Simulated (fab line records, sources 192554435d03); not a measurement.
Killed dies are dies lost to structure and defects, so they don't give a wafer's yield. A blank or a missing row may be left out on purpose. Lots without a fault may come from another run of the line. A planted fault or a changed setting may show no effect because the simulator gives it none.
fab line records | flow n5_finfet
record lots=7 wafers=21
route steps=1938 shown DUMMY_GATE@221 SD_EPI_N@288 SD_EPI_P@295 SD_ACTIVATION@330 HKMG_FIN@406 GATE_CUT@490 MOL_CONTACT_COAG@563
start_h: hours from the record's first day to the start of the lot's first wafer shown | wait_h: hours since the lot's step before | " the same as in the row above | L1.1+2: a row that stands for several wafers | - no value, or no start given | * or withheld: withheld | < > ~ a bound
route shown NAME@n: a module of which the file shows steps, and the number in the route of the first | usual: mean/standard deviation of fault-free wafers | same: alike in all rows | chamber/n: place in a boat | sites: the reading at each site | _std_site: their standard deviation | _edge_site: outer sites' mean less inner sites' | radius_mm: how far each site lies from the wafer's centre | mask NAME#n: copy n | behind: the tool/chamber that last shaped the wafer | hold: why the lot was held/for how many hours/how that ended | device: the transistor (n, p or np) that didn't switch | end of line: the same wafers' tests at the end of the route | a step without rows: its recipe alone | killed: dies lost to structure and defects at the first sort, not the wafer's yield | map: a wafer's dies, x killed, . not, _ none there
set.NAME: the setting as run; set.NAME@STEP: as run at that earlier step | model.NAME: the simulator's own value behind a step, which no gauge read
lots whose settings were changed on purpose; a table a step, a row a wafer
## steps
# step N5_DUMMY_GATE_PECVD_30
# recipe material=SiO2 target_thk_a=550 temp_c=400 precursor=TEOS/O2 pressure_torr=6.5 rf_w=withheld teos_flow_sccm=withheld gas=O2 flow_sccm=2650 time_s=10.8
# columns lot.wafer tool chamber start_h wait_h set.time_s model.SiO2_of_DUMMY_GATE_PECVD_30.thk_nm
L074.1 pecvd-04 1 - - 10.8 54
L074.2 " 0 " " 12.4 61
L074.5 " 2 " " 10.8 56.2
L076.1 pecvd-03 1 - - 9.225 47.6
L076.4 " 0 " " 10.8 55.4
L076.5 " 2 " " 10.8 55
L079.2 pecvd-01 1 - - 12.1 60.6
L079.3 " 0 " " 10.8 53.8
L079.5 " 2 " " 10.8 55.6
L086.2 pecvd-04 0 - - 10.8 54.8
L086.3 " 2 " " 10.8 55.2
L086.5 " 1 " " 10.8 55
L087.1 pecvd-04 1 - - 10.8 54.4
L087.2 " 2 " " 12.2 62.2
L087.6 " 1 " " 10.8 55
L090.3+5+6 pecvd-04 2,0,2 142.71 0.0 10.8 54.8
L094.1 pecvd-01 0 - - 10.24 52.4
L094.3 " 2 " " 10.8 54.4
L094.6 " 0 " " 10.24 53.4
# step N5_DUMMY_GATE_COAT_34
# recipe resist=SOC temp_c=250 time_s=60 spin_rpm=1500 resist_thk_nm=60
# step N5_DUMMY_GATE_COAT_35
# recipe resist=SiARC temp_c=220 time_s=60 spin_rpm=1500 resist_thk_nm=10
# step N5_DUMMY_GATE_ETCH_31
# recipe chemistry=C4F6/O2 target=SiO2 mask_material=SOC target_depth_a=825 time_s=27.5 ion_energy_ev=250 pressure_mtorr=30 source_w=345 bias_w=185 Ar_flow_sccm=300 C4F6_flow_sccm=10 O2_flow_sccm=10
# step N5_DUMMY_GATE_STRIP_41
# recipe chemistry=O2 power_w=400 temp_c=40 pressure_mtorr=30 rf_frequency_hz=6e+07 bias_power_w=0 overash_fraction=0.3 o2_flow_sccm=225
# step N5_DUMMY_GATE_HM_OPEN_21
# recipe chemistry=CH3F/O2 target=SiNx target_depth_a=1200 Ar_flow_sccm=150 CH3F_flow_sccm=30 O2_flow_sccm=23 time_s=171.4 pressure_mtorr=30 source_w=395 bias_w=73 ion_energy_ev=120.7
# columns lot.wafer tool chamber start_h wait_h set.time_s@DUMMY_GATE_PECVD_30 model.SiO2_of_DUMMY_GATE_PECVD_30.thk_nm
L074.1 rie_diel-01 3 47.76 0.0 10.8 44
L074.2 " 1 " " 12.4 51.2
L074.5 " 3 " " 10.8 46.2
L076.1 rie_diel-02 1 59.01 0.0 9.225 37.6
L076.4 " 3 " " 10.8 45.6
L076.5 " 0 " " 10.8 44.8
L079.2 rie_diel-02 3 79.84 0.0 12.1 50.8
L079.3 " 1 " " 10.8 43.8
L079.5 " 1 " " 10.8 45.6
L086.2 rie_diel-05 3 121.82 0.0 10.8 44.8
L086.3+5 " 1,2 " " 10.8 45.4
L087.1 rie_diel-01 3 125.63 0.0 10.8 44.6
L087.2 " 1 " " 12.2 52.4
L087.6 " 0 " " 10.8 45.2
L090.3 rie_diel-02 1 143.97 0.0 10.8 44.8
L090.5+6 " 3,2 " " 10.8 45
L094.1 rie_diel-02 0 169.29 0.0 10.24 42.4
L094.3 " 3 " " 10.8 44.8
L094.6 " 0 " " 10.24 43.2
# step N5_DUMMY_GATE_ETCH_32
# recipe chemistry=CF4 target=SiO2 target_depth_a=35 time_s=3.9 ion_energy_ev=350 pressure_mtorr=10 icp_w=800 bias_w=400 cf4_flow_sccm=80
# columns lot.wafer tool chamber start_h wait_h set.time_s@DUMMY_GATE_PECVD_30 model.SiO2_of_DUMMY_GATE_PECVD_30.thk_nm
L074.1 rie_si-06 0 47.92 0.1 10.8 40.4
L074.2 " 3 " " 12.4 47.8
L074.5 " 3 " " 10.8 42.8
L076.1 rie_si-06 2 59.17 0.1 9.225 34
L076.4 " 1 " " 10.8 42
L076.5 " 1 " " 10.8 41.2
L079.2 rie_si-06 3 80.00 0.1 12.1 47.4
L079.3 " 0 " " 10.8 40.4
L079.5 " 0 " " 10.8 42
L086.2 rie_si-05 0 121.98 0.1 10.8 41.2
L086.3+5 " 3 " " 10.8 42
L087.1 rie_si-05 1 125.79 0.1 10.8 41
L087.2 " 3 " " 12.2 49
L087.6 " 2 " " 10.8 41.8
L090.3 rie_si-01 3 144.13 0.1 10.8 41.2
L090.5+6 " 2,1 " " 10.8 41.6
L094.1 rie_si-05 3 169.45 0.1 10.24 39
L094.3 " 2 " " 10.8 41.4
L094.6 " 2 " " 10.24 39.8
# step N5_SD_EPI_N_EPI_21
# recipe material=Si:P dopant=P temp_c=680 pressure_torr=255 time_s=690
# columns lot.wafer tool chamber start_h wait_h set.time_s model.Si-P_of_SD_EPI_N_EPI_21.thk_nm
L074.1 epi_rpcvd-03 0 51.06 0.1 690 58.8
L074.2 " 0 " " 603.4 53.8
L074.5 " 0 " " 603.4 53.6
L076.1 epi_rpcvd-03 0 62.76 0.1 690 59.6
L076.4+5 " 0 " " 690 60
L079.2 epi_rpcvd-02 0 85.05 0.5 690 60.2
L079.3 " 0 " " 650.8 58
L079.5 " 0 " " 650.8 57.6
L086.2 epi_rpcvd-02 0 125.67 0.4 690 59.6
L086.3+5 " 0 " " 690 60
L087.1 epi_rpcvd-01 0 129.14 0.1 690 59
L087.2 " 0 " " 690 58.6
L087.6 " 0 130.54 1.4 690 58.8
L090.3 epi_rpcvd-01 0 147.83 0.7 690 58.2
L090.5 " 0 " " 690 58.4
L090.6 " 0 " " 690 58.6
L094.1 epi_rpcvd-03 0 172.76 0.2 690 59.8
L094.3 " 0 " " 690 60.4
L094.6 " 0 174.63 1.9 690 60
# step N5_SD_EPI_P_COAT_34
# recipe resist=SOC temp_c=250 time_s=60 spin_rpm=1500 resist_thk_nm=350
# columns lot.wafer tool chamber start_h wait_h set.spin_rpm
L074.1+2+5 litho_track-05 0 53.36 0.0 1500
L076.1+4+5 litho_track-02 0 65.12 0.0 1500
L079.2+5 litho_track-05 0 87.56 0.0 1378
L079.3 " 0 " " 1500
L086.2+3+5 litho_track-05 0 127.69 0.0 1500
L087.1+2+6 litho_track-03 0 131.56 0.0 1500
L090.3+5+6 litho_track-05 0 149.63 0.0 1500
L094.1+3+6 litho_track-03 0 175.63 0.0 1500
# step N5_SD_EPI_P_COAT_35
# recipe resist=SiARC temp_c=220 time_s=60 spin_rpm=1500 resist_thk_nm=35
# step N5_SD_EPI_P_COAT_03
# recipe resist=CAR-ArF-block spin_rpm=1500 resist_thk_nm=150
# step N5_SD_EPI_P_EPI_21
# recipe material=SiGe:B dopant=B temp_c=550 pressure_torr=20 ambient=H2 time_s=355
# step N5_SD_EPI_P_HM_STRIP_48
# recipe chemistry=H3PO4 temp_c=160 material=SiNx target=SiNx target_depth_a=30 overetch_fraction=0.3
# columns lot.wafer tool chamber start_h wait_h set.time_s@SD_EPI_N_EPI_21 model.Si-P_of_SD_EPI_N_EPI_21.thk_nm
L074.1 wet_bench-02 7 57.29 0.0 690 58.2
L074.2 " 1 " " 603.4 53.2
L074.5 " 0 " " 603.4 53
L076.1 wet_bench-01 0 69.03 0.0 690 59
L076.4+5 " 4,5 " " 690 59.4
L079.2 wet_bench-01 1 92.31 0.0 690 59.4
L079.3 " 0 " " 650.8 57.4
L079.5 " 5 " " 650.8 57
L086.2 wet_bench-02 3 132.59 0.0 690 58.8
L086.3 " 0 " " 690 59.4
L086.5 " 4 " " 690 59.2
L087.1 wet_bench-01 3 136.71 0.0 690 58.4
L087.2 " 1 " " 690 58
L087.6 " 6 " " 690 58.2
L090.3 wet_bench-02 4 153.63 0.0 690 57.6
L090.5+6 " 1,6 " " 690 57.8
L094.1 wet_bench-02 3 179.54 0.0 690 59.2
L094.3 " 4 " " 690 59.6
L094.6 " 7 " " 690 59.4
# step N5_SD_EPI_P_SRD_49
# recipe dry=ipa_marangoni time_s=30 temp_c=23 rinse_liquid=diw
# step N5_SD_EPI_P_PRECLEAN_24
# recipe chemistry=O3/DIW time_s=45 temp_c=22 o3_ppm=10
# step N5_SD_ACTIVATION_RTA_00
# recipe temp_c=975 time_s=0 ambient=N2 idle_temp_c=600 ramp_up_c_per_s=150 ramp_down_c_per_s=60 cool_to_c=600
# step N5_SD_ACTIVATION_LSA_01
# recipe temp_c=1080 time_s=0.0008 ambient=N2
# step N5_SD_ACTIVATION_RS_MEAS_03
# recipe thk_meas_gauge=four-point-probe
# usual RS_SD_N=21.82/0.29 RS_SD_P=56.1/0.88
# columns lot.wafer tool chamber start_h wait_h set.time_s@SD_EPI_N_EPI_21 RS_SD_N[ohm/sq] RS_SD_P[ohm/sq]
L074.1 film_metro-01 - 57.88 0.2 690 21.91 56.3
L074.2 " - " " 603.4 24.08 56.1
L074.5 " - " " 603.4 24.19 57.4
L076.1 film_metro-02 - 70.04 0.2 690 21.70 57.3
L076.4 " - " " 690 21.38 56.1
L076.5 " - " " 690 21.33 57.1
L079.2 film_metro-01 - 92.91 0.2 690 21.54 55.4
L079.3 " - " " 650.8 22.41 55.4
L079.5 " - " " 650.8 22.50 55.7
L086.2 film_metro-01 - 133.29 0.2 690 21.51 54.6
L086.3 " - " " 690 21.46 55.9
L086.5 " - " " 690 21.49 55.7
L087.1 film_metro-02 - 137.29 0.2 690 21.81 54.3
L087.2 " - " " 690 21.98 54.0
L087.6 " - " " 690 22.04 54.3
L090.3 film_metro-02 - 154.36 0.2 690 22.02 55.7
L090.5 " - " " 690 21.97 55.5
L090.6 " - " " 690 21.99 56.1
L094.1 film_metro-01 - 180.12 0.2 690 21.77 55.5
L094.3 " - " " 690 21.37 55.1
L094.6 " - " " 690 21.58 56.4
# step N5_HKMG_FIN_ETCH_58
# recipe chemistry=N2/H2 target=SOC target_depth_a=2158 ion_energy_ev=50 bias_w=13 time_s=741 pressure_mtorr=30 source_w=875 n2_flow_sccm=200 h2_flow_sccm=200
# usual rf_vpp_V=98.7/0.98
# columns lot.wafer tool chamber start_h wait_h set.source_w rf_vpp_V model.etch.depth_nm model.HKMG_FIN.feature_depth_nm model.SOC_of_HKMG_FIN_COAT_41.thk_nm
L074.1 rie_diel-06 3 71.26 0.0 875 99.3 206.1 206.2 94
L074.2 " 1 " " 875 98.9 214.7 214.8 85.2
L074.5 " 1 " " 748.2 105.1 188.2 188.2 112.2
L076.1 rie_diel-04 1 82.90 0.0 989.1 95.1 254.7 254.6 45.6
L076.4 " 2 " " 875 100.5 219.5 219.4 81.4
L076.5 " 0 " " 989.1 94.6 240 240 60.6
L079.2 rie_diel-06 0 107.27 0.0 875 98.0 212.9 212.8 87.2
L079.3 " 2 " " 875 98.3 211.8 211.8 88.2
L079.5 " 2 " " 875 98.3 212.3 212.2 88.4
L086.2 rie_diel-04 1 146.91 0.0 946 95.2 239 239 59.8
L086.3 " 2 " " 875 97.8 216.1 216 82.8
L086.5 " 2 " " 946 96.4 230.2 230.2 69.2
L087.1 rie_diel-03 2 150.26 0.0 875 97.8 220.1 220.2 78.4
L087.2 " 0 " " 875 98.8 216.3 216.4 82.2
L087.6 " 1 " " 875 99.2 215.3 215.2 83.4
L090.3 rie_diel-04 3 168.74 0.0 875 99.2 219.7 219.6 81.2
L090.5 " 2 " " 875 98.6 213.7 213.6 86
L090.6 " 3 " " 875 98.4 217.3 217.4 82.6
L094.1 rie_diel-03 1 193.46 0.0 875 100.0 216.2 216.2 84.4
L094.3 " 3 " " 875 101.4 226.4 226.4 74.6
L094.6 " 2 " " 875 97.4 220.4 220.4 78.8
# step N5_GATE_CUT_DESCUM_18
# recipe chemistry=O2 time_s=7 source_power_w=50 bias_power_w=20 pressure_mtorr=20 rf_frequency_hz=2.712e+07 temp_c=40 resist=CAR-EUV o2_flow_sccm=225
# columns lot.wafer tool chamber start_h wait_h set.time_s model.CAR-EUV_of_GATE_CUT_COAT_07.thk_nm
L074.1+5 rie_diel-02 0,3 82.65 0.0 7 26
L074.2 " 2 " " 8.082 25.4
L076.1+5 rie_diel-05 2,1 95.25 0.1 7 26.2
L076.4 " 3 " " 7 26
L079.2+5 rie_diel-02 2,3 119.14 0.1 7 26
L079.3 " 0 " " 7.951 25.6
L086.2+5 rie_diel-02 3,1 158.39 0.1 8.215 25.4
L086.3 " 1 " " 7 26
L087.1+6 rie_diel-05 0 163.96 0.2 6.446 26.4
L087.2 " 1 " " 7 26.2
L090.3+6 rie_diel-05 3,1 180.32 0.0 7 26.2
L090.5 " 0 " " 7 26
L094.1 rie_diel-01 0 204.57 0.0 7 26.2
L094.3 " 2 " " 8.229 25.6
L094.6 " 1 " " 8.229 25.4
# step N5_GATE_CUT_ETCH_28
# recipe chemistry=N2/H2 target=underlayer target_depth_a=130 mask_material=CAR-EUV time_s=10.4 ion_energy_ev=200 pressure_mtorr=30 source_w=840 bias_w=150 n2_flow_sccm=200 h2_flow_sccm=200 ends=cleared
# columns lot.wafer tool chamber start_h wait_h set.time_s@GATE_CUT_DESCUM_18 model.CAR-EUV_of_GATE_CUT_COAT_07.thk_nm
L074.1+5 rie_diel-02 0,3 82.68 0.0 7 14.6
L074.2 " 2 " " 8.082 14.2
L076.1+4 rie_diel-05 2,3 95.29 0.0 7 14.4
L076.5 " 1 " " 7 14.8
L079.2 rie_diel-02 2 119.18 0.0 7 14.8
L079.3 " 0 " " 7.951 14.2
L079.5 " 3 " " 7 14.6
L086.2+5 rie_diel-02 3,1 158.42 0.0 8.215 13.8
L086.3 " 1 " " 7 14.4
L087.1+6 rie_diel-05 0 163.99 0.0 6.446 15.2
L087.2 " 1 " " 7 14.8
L090.3 rie_diel-05 3 180.35 0.0 7 14.6
L090.5+6 " 0,1 " " 7 14.8
L094.1 rie_diel-01 0 204.60 0.0 7 14.6
L094.3 " 2 " " 8.229 14.2
L094.6 " 1 " " 8.229 14
# step N5_GATE_CUT_ALD_22
# recipe material=SiNx target_thk_a=160 temp_c=400 ald_precursor_family=SiH2I2 ald_co_reactant=N2/H2-plasma pulse_time_s=1 ald_cycles=320 purge_time_s=2 co_reactant_purge_time_s=2 pressure_torr=2
# columns lot.wafer tool chamber start_h wait_h set.ald_cycles model.SiNx_of_GATE_CUT_ALD_22.thk_nm
L074.1 ald_sin-04 3 83.49 0.0 358 17.8
L074.2+5 " 0 " " 320 16
L076.1 ald_sin-03 0 100.58 4.5 320 16
L076.4 " 2 " " 353 17.8
L076.5 " 0 " " 353 17.6
L079.2+3 ald_sin-04 0,1 120.14 0.2 320 16
L079.5 " 1 " " 371 18.6
L086.2+3 ald_sin-01 0,2 160.04 0.8 320 16
L086.5 " 2 " " 281 14
L087.1+2+6 ald_sin-03 2,3,3 165.01 0.2 320 16
L090.3+5 ald_sin-04 1,0 181.16 0.0 320 16
L090.6 " 1 " " 320 15.8
L094.1+6 ald_sin-04 1 205.88 0.5 320 16
L094.3 " 2 " " 362 18.2
# step N5_GATE_CUT_CMP_23
# recipe stop_on=SiO2 t_overpolish_s=23.4 post_cmp_clean=alkaline_brush down_force_psi=2.5 platen_rpm=51.8 pad_velocity_m_s=1.0307 target_thk_nm=16
# columns lot.wafer tool chamber start_h wait_h set.ald_cycles@GATE_CUT_ALD_22 model.SiNx_of_GATE_CUT_ALD_22.thk_nm
L074.1 cmp-01 1 85.01 0.8 358 16.4
L074.2+5 " 3,0 " " 320 16
L076.4+5 cmp-03 2 102.07 0.8 353 16.6
L076.1 " 1 " " 320 16
L079.2+3 cmp-03 0,1 121.63 0.8 320 16
L079.5 " 1 " " 371 14.8
L086.2+3 cmp-01 3,2 161.53 0.8 320 16
L086.5 " 0 " " 281 14
L087.2+1+6 cmp-04 3,0,3 166.50 0.8 320 16
L090.3+5 cmp-03 1,3 182.72 0.8 320 16
L090.6 " 0 " " 320 15.8
L094.3 cmp-03 1 207.44 0.8 362 16.2
L094.1+6 " 2,0 " " 320 16
# step N5_MOL_CONTACT_COAG_PECVD_31
# recipe material=SiO2 target_thk_a=460 temp_c=400 precursor=TEOS/O2 pressure_torr=6.5 rf_w=withheld teos_flow_sccm=withheld gas=O2 flow_sccm=2650 time_s=8.9
# columns lot.wafer tool chamber start_h wait_h set.time_s model.SiO2_of_MOL_CONTACT_COAG_PECVD_31.thk_nm
L074.1+5 pecvd-04 2,0 98.75 0.3 8.9 45.6
L074.2 " 1 " " 8.9 45.8
L076.1 pecvd-02 1 113.08 0.3 9.501 48.6
L076.4 " 2 " " 9.501 49.8
L076.5 " 0 " " 8.9 46.6
L079.2 pecvd-01 0 138.96 0.3 8.9 46.6
L079.3 " 2 " " 8.285 43.2
L079.5 " 2 " " 8.285 42.8
L086.2 pecvd-04 0 172.44 0.3 8.9 46
L086.3 " 2 " " 8.294 43.4
L086.5 " 1 " " 8.294 44.4
L087.1 pecvd-01 2 175.07 0.3 8.9 46.2
L087.2 " 0 " " 8.9 46.6
L087.6 " 2 " " 8.9 47
L090.3 pecvd-01 0 194.51 0.3 8.9 45.8
L090.5 " 0 " " 8.9 46.8
L090.6 " 2 " " 8.9 46.2
L094.1 pecvd-02 1 219.29 0.3 8.9 45.2
L094.3 " 0 " " 8.9 45.4
L094.6 " 2 " " 8.9 46
# step N5_MOL_CONTACT_COAG_COAT_75
# recipe resist=SOC temp_c=250 time_s=60 spin_rpm=1500 resist_thk_nm=60
# step N5_MOL_CONTACT_COAG_COAT_76
# recipe resist=SiARC temp_c=220 time_s=60 spin_rpm=1500 resist_thk_nm=10
# step N5_MOL_CONTACT_COAG_ETCHBACK_135
# recipe chemistry=CHF3 target=SiO2 target_depth_a=250 time_s=16.7 ion_energy_ev=200 pressure_mtorr=30 source_w=610 bias_w=170 Ar_flow_sccm=200 CHF3_flow_sccm=50
# step N5_MOL_CONTACT_COAG_STRIP_118
# recipe chemistry=CHF3 resist=SiARC rf_frequency_hz=6e+07
# step N5_MOL_CONTACT_COAG_VIA_ETCH_46
# recipe chemistry=C4F6/O2 target_depth_a=460 overetch_a=92 mask_material=SOC target=SiO2 bias_w=455 pressure_mtorr=10 time_s=40 source_w=325 Ar_flow_sccm=300 C4F6_flow_sccm=10 O2_flow_sccm=10 ion_energy_ev=575.3 ends=end_point
# columns lot.wafer tool chamber start_h wait_h set.time_s@MOL_CONTACT_COAG_PECVD_31 model.etch.depth_nm
L074.1 rie_diel-06 3 100.22 0.0 8.9 45.61
L074.2 " 2 " " 8.9 45.79
L074.5 " 1 " " 8.9 45.59
L076.1 rie_diel-04 3 114.01 0.0 9.501 48.55
L076.4 " 1 " " 9.501 49.82
L076.5 " 2 " " 8.9 46.53
L079.2 rie_diel-04 1 139.89 0.0 8.9 46.54
L079.3 " 0 " " 8.285 43.21
L079.5 " 1 " " 8.285 42.87
L086.2 rie_diel-06 2 173.37 0.0 8.9 46.09
L086.3 " 1 " " 8.294 43.35
L086.5 " 2 " " 8.294 44.37
L087.1 rie_diel-03 2 176.07 0.0 8.9 46.24
L087.2 " 1 " " 8.9 46.67
L087.6 " 3 " " 8.9 47.05
L090.3 rie_diel-04 3 195.53 0.0 8.9 45.87
L090.5 " 0 " " 8.9 46.72
L090.6 " 1 " " 8.9 46.25
L094.1 rie_diel-03 0 220.59 0.0 8.9 45.24
L094.3 " 1 " " 8.9 45.46
L094.6 " 3 " " 8.9 45.93
# step N5_MOL_CONTACT_COAG_STRIP_96
# recipe chemistry=N2/H2 power_w=500 temp_c=40 pressure_mtorr=50 rf_frequency_hz=6e+07 overash_fraction=0.3 bias_power_w=28 h2_frac=0.5 n2_flow_sccm=300 h2_flow_sccm=300
# step N5_MOL_CONTACT_COAG_ETCH_47
# recipe chemistry=CH3F/O2 target=SiNx target_depth_a=270 mask_material=SiO2 stop_on=W over_etch_frac=0.2 ion_energy_ev=120 endpoint=OES-CN pressure_mtorr=30 source_w=395 bias_w=73 Ar_flow_sccm=150 CH3F_flow_sccm=30 O2_flow_sccm=20 ends=end_point
# columns lot.wafer tool chamber start_h wait_h set.time_s@MOL_CONTACT_COAG_PECVD_31 model.SiO2_of_MOL_CONTACT_COAG_PECVD_31.thk_nm
L074.1+5 rie_diel-06 3,1 100.33 0.0 8.9 43.8
L074.2 " 2 " " 8.9 44
L076.1 rie_diel-04 3 114.12 0.0 9.501 46.8
L076.4 " 1 " " 9.501 48
L076.5 " 2 " " 8.9 44.8
L079.2 rie_diel-04 1 140.00 0.0 8.9 44.8
L079.3 " 0 " " 8.285 41.4
L079.5 " 1 " " 8.285 41
L086.2 rie_diel-06 2 173.48 0.0 8.9 44.4
L086.3 " 1 " " 8.294 41.6
L086.5 " 2 " " 8.294 42.6
L087.1 rie_diel-03 2 176.18 0.0 8.9 44.4
L087.2 " 1 " " 8.9 44.8
L087.6 " 3 " " 8.9 45.2
L090.3 rie_diel-04 3 195.63 0.0 8.9 44
L090.5 " 0 " " 8.9 45
L090.6 " 1 " " 8.9 44.4
L094.1 rie_diel-03 0 220.70 0.0 8.9 43.4
L094.3 " 1 " " 8.9 43.6
L094.6 " 3 " " 8.9 44.2
## key
split step=N5_DUMMY_GATE_PECVD_30 setting=time_s stated=10.8 by=wafer
response step=N5_DUMMY_GATE_PECVD_30 reading=model.SiO2_of_DUMMY_GATE_PECVD_30.thk_nm change=+0.485 per=1% r=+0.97
response step=N5_DUMMY_GATE_HM_OPEN_21 reading=model.SiO2_of_DUMMY_GATE_PECVD_30.thk_nm change=+0.495 per=1% r=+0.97
response step=N5_DUMMY_GATE_ETCH_32 reading=model.SiO2_of_DUMMY_GATE_PECVD_30.thk_nm change=+0.5 per=1% r=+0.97
split step=N5_SD_EPI_N_EPI_21 setting=time_s stated=690 by=wafer
response step=N5_SD_EPI_N_EPI_21 reading=model.Si-P_of_SD_EPI_N_EPI_21.thk_nm change=+0.409 per=1% r=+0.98
response step=N5_SD_EPI_P_HM_STRIP_48 reading=model.Si-P_of_SD_EPI_N_EPI_21.thk_nm change=+0.403 per=1% r=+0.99
response step=N5_SD_ACTIVATION_RS_MEAS_03 reading=RS_SD_N change=-0.175 per=1% r=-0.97
split step=N5_SD_EPI_P_COAT_34 setting=spin_rpm stated=1500 by=wafer
response none clear
split step=N5_HKMG_FIN_ETCH_58 setting=source_w stated=875 by=wafer
response step=N5_HKMG_FIN_ETCH_58 reading=rf_vpp_V change=-0.396 per=1% r=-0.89
response step=N5_HKMG_FIN_ETCH_58 reading=model.etch.depth_nm change=+1.88 per=1% r=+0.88
response step=N5_HKMG_FIN_ETCH_58 reading=model.HKMG_FIN.feature_depth_nm change=+1.88 per=1% r=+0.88
response step=N5_HKMG_FIN_ETCH_58 reading=model.SOC_of_HKMG_FIN_COAT_41.thk_nm change=-1.9 per=1% r=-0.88
split step=N5_GATE_CUT_DESCUM_18 setting=time_s stated=7 by=wafer
response step=N5_GATE_CUT_DESCUM_18 reading=model.CAR-EUV_of_GATE_CUT_COAT_07.thk_nm change=-0.0356 per=1% r=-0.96
response step=N5_GATE_CUT_ETCH_28 reading=model.CAR-EUV_of_GATE_CUT_COAT_07.thk_nm change=-0.0322 per=1% r=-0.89
split step=N5_GATE_CUT_ALD_22 setting=ald_cycles stated=320 by=wafer
response step=N5_GATE_CUT_ALD_22 reading=model.SiNx_of_GATE_CUT_ALD_22.thk_nm change=+0.162 per=1% r=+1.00
response step=N5_GATE_CUT_CMP_23 reading=model.SiNx_of_GATE_CUT_ALD_22.thk_nm shape=bent at_lowest=14 at_stated=15.99 at_highest=14.8
split step=N5_MOL_CONTACT_COAG_PECVD_31 setting=time_s stated=8.9 by=wafer
response step=N5_MOL_CONTACT_COAG_PECVD_31 reading=model.SiO2_of_MOL_CONTACT_COAG_PECVD_31.thk_nm change=+0.406 per=1% r=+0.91
response step=N5_MOL_CONTACT_COAG_VIA_ETCH_46 reading=model.etch.depth_nm change=+0.411 per=1% r=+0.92
response step=N5_MOL_CONTACT_COAG_ETCH_47 reading=model.SiO2_of_MOL_CONTACT_COAG_PECVD_31.thk_nm change=+0.416 per=1% r=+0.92
